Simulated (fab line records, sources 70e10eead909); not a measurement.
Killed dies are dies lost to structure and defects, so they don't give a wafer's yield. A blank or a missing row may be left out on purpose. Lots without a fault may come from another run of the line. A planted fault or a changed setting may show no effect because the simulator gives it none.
Which tool did it? | flow nand_harc | 13 lots, 39 wafers sampled, at 5 steps of a route of 1302

WHAT THE GAUGES READ, wafer by wafer
NHARC_THIN_TSV_CD_MEAS_12: target cd 1000 nm. Usual: cd_nm 1001.1 nm, standard deviation 3.
lot  | measured     | on        | cd_nm (nm)           | flag
L742 | day 24 05:31 | cd_sem-03 | 1002.3 1000.7 1003.8 |
L741 | day 24 09:19 | cd_sem-03 | 994.9 994.3 996.0    |
L748 | day 27 00:47 | cd_sem-02 | 1006.0 1004.0 1003.0 |
L747 | day 27 02:07 | cd_sem-03 | 999.2 998.0 995.5    |
L753 | day 29 06:38 | cd_sem-02 | 998.2 998.9 999.2    |
L755 | day 29 15:12 | cd_sem-01 | 1006.7 1007.3 1005.6 |
L756 | day 30 14:41 | cd_sem-03 | 1001.1 1004.8 1001.3 |
L754 | day 30 19:31 | cd_sem-02 | 997.4 999.1 997.8    |
L757 | day 31 08:11 | cd_sem-02 | 999.1 997.0 997.7    |
L758 | day 31 09:17 | cd_sem-02 | 1003.2 999.7 997.1   |
L759 | day 32 03:20 | cd_sem-01 | 1005.5 1004.9 1002.4 |
L761 | day 33 02:25 | cd_sem-02 | 997.2 998.3 1001.5   |
L763 | day 33 05:04 | cd_sem-01 | 1000.0 1003.9 1000.1 |

NHARC_END_SORT_01. Usual: defect_limited_yield 89.9 %, standard deviation 2.9; killed_at_array 64, standard deviation 20; killed_at_other 0.7, standard deviation 1.1; killed_at_periphery 3.6, standard deviation 2.7; killed_dies 68, standard deviation 20; killed_open 2.8, standard deviation 1.9; killed_short 2.3, standard deviation 1.5.
lot  | measured     | on        | defect_limited_yield (%) | killed_at_array | killed_at_other | killed_at_periphery | killed_dies | killed_open | killed_short | flag
L748 | day 27 13:40 | prober-01 | 85.2 83.3 86.9           | 87 95 78        | 9 13 9          | 4 5 2               | 100 113 89  | 9 12 7      | 2 6 3        | OFF
L747 | day 27 22:22 | prober-02 | 85.7 86.3 86.6           | 84 88 82        | 10 3 8          | 3 2 1               | 97 93 91    | 7 3 8       | 3 2 1        | OFF
L753 | day 30 00:38 | prober-01 | 93.1 91.9 91.4           | 38 43 49        | 0 0 2           | 9 12 7              | 47 55 58    | 1 3 4       | 1 3 2        |
L755 | day 30 09:40 | prober-02 | 83.9 83.3 86.0           | 102 110 92      | 1 0 0           | 6 3 3               | 109 113 95  | 6 2 1       | 5 5 3        |
L756 | day 31 05:39 | prober-01 | 87.1 87.4 87.0           | 81 82 78        | 0 0 1           | 6 3 9               | 87 85 88    | 4 0 5       | 0 2 1        |
L754 | day 31 10:38 | prober-02 | 87.0 90.0 87.6           | 85 68 83        | 1 0 0           | 2 0 1               | 88 68 84    | 9 1 3       | 2 1 6        |
L757 | day 32 04:25 | prober-01 | 86.1 86.0 87.4           | 91 84 80        | 0 3 1           | 3 8 4               | 94 95 85    | 3 9 1       | 2 3 0        |
L758 | day 32 04:25 | prober-02 | 90.7 89.4 90.5           | 61 58 56        | 0 1 0           | 2 13 8              | 63 72 64    | 0 4 7       | 0 5 0        |
L759 | day 32 18:08 | prober-01 | 89.8 88.3 91.3           | 65 69 53        | 0 1 0           | 4 9 6               | 69 79 59    | 3 6 1       | 5 3 3        |
L761 | day 33 16:55 | prober-02 | 92.8 92.2 92.8           | 43 52 48        | 0 0 0           | 6 1 1               | 49 53 49    | 1 2 2       | 1 2 2        |
L763 | day 34 00:38 | prober-01 | 91.1 91.6 91.7           | 55 51 51        | 1 1 1           | 4 5 4               | 60 57 56    | 4 3 6       | 3 4 1        |

WHICH TOOL RAN EACH LOT (tool, then ch and the chambers of the sampled wafers, then the start)
lot  | NHARC_A_BONDPAD_ETCH_24                       | NHARC_THIN_TSV_STRIP_62              | NHARC_THIN_TSV_DEGAS_53
L742 | rie_diel-02 ch 1,2,3, day 23 17:04            | plasma_asher-01 ch 0,1, day 24 08:19 | pvd_sputter-01, day 24 10:27
L741 | rie_diel-12 ch 0,1,2, day 24 09:19 or earlier | plasma_asher-01 ch 0,1, day 24 11:55 | pvd_sputter-02, day 24 14:03
L748 | rie_diel-12 ch 0,1,2, day 26 10:04            | plasma_asher-01 ch 0,1, day 27 03:23 | pvd_sputter-02, day 27 05:33
L747 | rie_diel-06 ch 0,1, day 27 02:07 or earlier   | plasma_asher-02 ch 0, day 27 04:52   | pvd_sputter-03, day 27 07:01
L753 | rie_diel-06 ch 1,2,3, day 29 06:38 or earlier | plasma_asher-01 ch 0,1, day 29 09:16 | pvd_sputter-01, day 29 11:25
L755 | rie_diel-12 ch 1,2, day 29 15:12 or earlier   | plasma_asher-01 ch 0,1, day 29 17:51 | pvd_sputter-02, day 29 19:59
L756 | rie_diel-06 ch 0,1,3, day 30 14:41 or earlier | plasma_asher-01 ch 0,1, day 30 17:21 | pvd_sputter-01, day 30 19:30
L754 | rie_diel-02 ch 0,1, day 30 19:31 or earlier   | plasma_asher-01 ch 0,1, day 30 22:12 | pvd_sputter-03, day 31 00:22
L757 | rie_diel-12 ch 0,1,2, day 31 08:11 or earlier | plasma_asher-01 ch 0,1, day 31 11:07 | pvd_sputter-02, day 31 13:19
L758 | rie_diel-12 ch 1,2, day 31 09:17 or earlier   | plasma_asher-02 ch 0,1, day 31 12:07 | pvd_sputter-01, day 31 14:13
L759 | rie_diel-06 ch 2,3, day 32 03:20 or earlier   | plasma_asher-02 ch 1, day 32 05:57   | pvd_sputter-02, day 32 08:05
L761 | rie_diel-12 ch 2,3, day 33 02:25 or earlier   | plasma_asher-01 ch 0,1, day 33 05:10 | pvd_sputter-01, day 33 07:21
L763 | rie_diel-12 ch 1,2,3, day 33 05:04 or earlier | plasma_asher-01 ch 0,1, day 33 07:40 | pvd_sputter-03, day 33 09:48
- NHARC_A_BONDPAD_ETCH_24: etches the open film in CF4/N2, target depth 30 nm, time 72.99 s.
- NHARC_THIN_TSV_STRIP_62: strips in N2/H2, time 20 s.
- NHARC_THIN_TSV_DEGAS_53: time 60 s.

WHAT THE TOOLS THEMSELVES READ (means of the sampled wafers that have a number; where no wafer has one, the mark that the record gives instead)
NHARC_A_BONDPAD_ETCH_24. Usual: drypump_motor_current_A 5.7 A, standard deviation 0.42; oes_product_au 0.998 a.u., standard deviation 0.013; rf_vpp_V 314.3 V, standard deviation 2.3; showerhead_plenum_p_Torr 2.64 Torr, standard deviation 0.14; throttle_valve_pct 19.795 %, standard deviation 0.0093.
lot  | tool        | drypump_motor_current_A (A) | oes_product_au (a.u.) | rf_vpp_V (V) | showerhead_plenum_p_Torr (Torr) | throttle_valve_pct (%) | flag
L742 | rie_diel-02 | 6.2                         | 1.003                 | 314.1        | 2.64                            | 19.796                 |
L741 | rie_diel-12 | 5.6                         | 0.999                 | 314.5        | 2.60                            | 19.795                 |
L748 | rie_diel-12 | 5.6                         | 0.991                 | 313.8        | 2.60                            | 19.800                 |
L747 | rie_diel-06 | 5.6                         | 0.998                 | 315.8        | 2.72                            | 19.798                 |
L753 | rie_diel-06 | 5.3                         | 1.003                 | 312.7        | 2.54                            | 19.801                 |
L755 | rie_diel-12 | 5.3                         | 1.013                 | 312.4        | 2.58                            | 19.801                 |
L756 | rie_diel-06 | 5.4                         | 1.001                 | 314.0        | 2.62                            | 19.795                 |
L754 | rie_diel-02 | 5.9                         | 1.014                 | 315.9        | 2.69                            | 19.789                 |
L757 | rie_diel-12 | 5.6                         | 0.985                 | 314.1        | 2.60                            | 19.792                 |
L758 | rie_diel-12 | 5.4                         | 0.992                 | 314.9        | 2.68                            | 19.797                 |
L759 | rie_diel-06 | 5.6                         | 1.008                 | 312.8        | 2.57                            | 19.804                 |
L761 | rie_diel-12 | 5.5                         | 0.990                 | 314.6        | 2.71                            | 19.794                 |
L763 | rie_diel-12 | 5.5                         | 1.000                 | 314.5        | 2.69                            | 19.788                 |

NHARC_THIN_TSV_STRIP_62. Usual: drypump_motor_current_A 6.0 A, standard deviation 0.33; heater_power_w 322 W, standard deviation 18; rf_refl_power_W 23.0 W, standard deviation 2.6.
lot  | tool            | drypump_motor_current_A (A) | heater_power_w (W) | rf_refl_power_W (W) | flag
L742 | plasma_asher-01 | 6.0                         | 336                | 23.5                |
L741 | plasma_asher-01 | 5.9                         | 328                | -                   | OFF
L748 | plasma_asher-01 | -                           | -                  | -                   | OFF
L747 | plasma_asher-02 | -                           | -                  | -                   | OFF
L753 | plasma_asher-01 | 5.9                         | 327                | 22.1                |
L755 | plasma_asher-01 | 6.0                         | 336                | 24.2                |
L756 | plasma_asher-01 | 5.9                         | 324                | -                   | OFF
L754 | plasma_asher-01 | 6.0                         | 326                | -                   | OFF
L757 | plasma_asher-01 | 6.0                         | 327                | 23.4                |
L758 | plasma_asher-02 | 6.2                         | 314                | 22.9                |
L759 | plasma_asher-02 | 5.5                         | 285                | 24.2                |
L761 | plasma_asher-01 | 5.9                         | 325                | 22.0                |
L763 | plasma_asher-01 | 5.9                         | 324                | 22.5                |

NHARC_THIN_TSV_DEGAS_53. Usual: heater_power_w 478 W, standard deviation 51.
lot  | tool           | heater_power_w (W) | flag
L742 | pvd_sputter-01 | 470                |
L741 | pvd_sputter-02 | 493                |
L748 | pvd_sputter-02 | 459                |
L747 | pvd_sputter-03 | 462                |
L753 | pvd_sputter-01 | 439                |
L755 | pvd_sputter-02 | 493                |
L756 | pvd_sputter-01 | 475                |
L754 | pvd_sputter-03 | 486                |
L757 | pvd_sputter-02 | 516                |
L758 | pvd_sputter-01 | 473                |
L759 | pvd_sputter-02 | 529                |
L761 | pvd_sputter-01 | 437                |
L763 | pvd_sputter-03 | 520                |

THE ANSWER, worked out from the rows above alone
Rule: a lot is off if the mean of its wafers that have a number lies more than 3 standard deviations from the usual mean. A lot without any number at a reading at which 4 lots or more have one is off too. The other lots that the step has rows for count as sound. The gauges are gone through in route order, then the tools' own readings, and for those a lot's mean is taken as printed above. The first step at which some lot is off is used, and at that step the reading that is off furthest; a lot without a number counts as furthest.
Off: L748, L747, at NHARC_END_SORT_01 (killed_at_other). Neither off nor sound, because the step has no rows for them: L742, L741.
A tool fits if, at a process step before that reading, it ran every lot that is off, and no sound lot after the first of them. The gauges at NHARC_END_SORT_01 aren't tried: what is off there is off at NHARC_THIN_TSV_STRIP_62 too, on other tools, and a gauge's error can't cause that. NHARC_A_BONDPAD_ETCH_24 gives no start for some lots, so the hours and the order of its lots are those of NHARC_THIN_TSV_CD_MEAS_12. None of those tried fits.

WHAT THE SIMULATOR HAD PUT IN
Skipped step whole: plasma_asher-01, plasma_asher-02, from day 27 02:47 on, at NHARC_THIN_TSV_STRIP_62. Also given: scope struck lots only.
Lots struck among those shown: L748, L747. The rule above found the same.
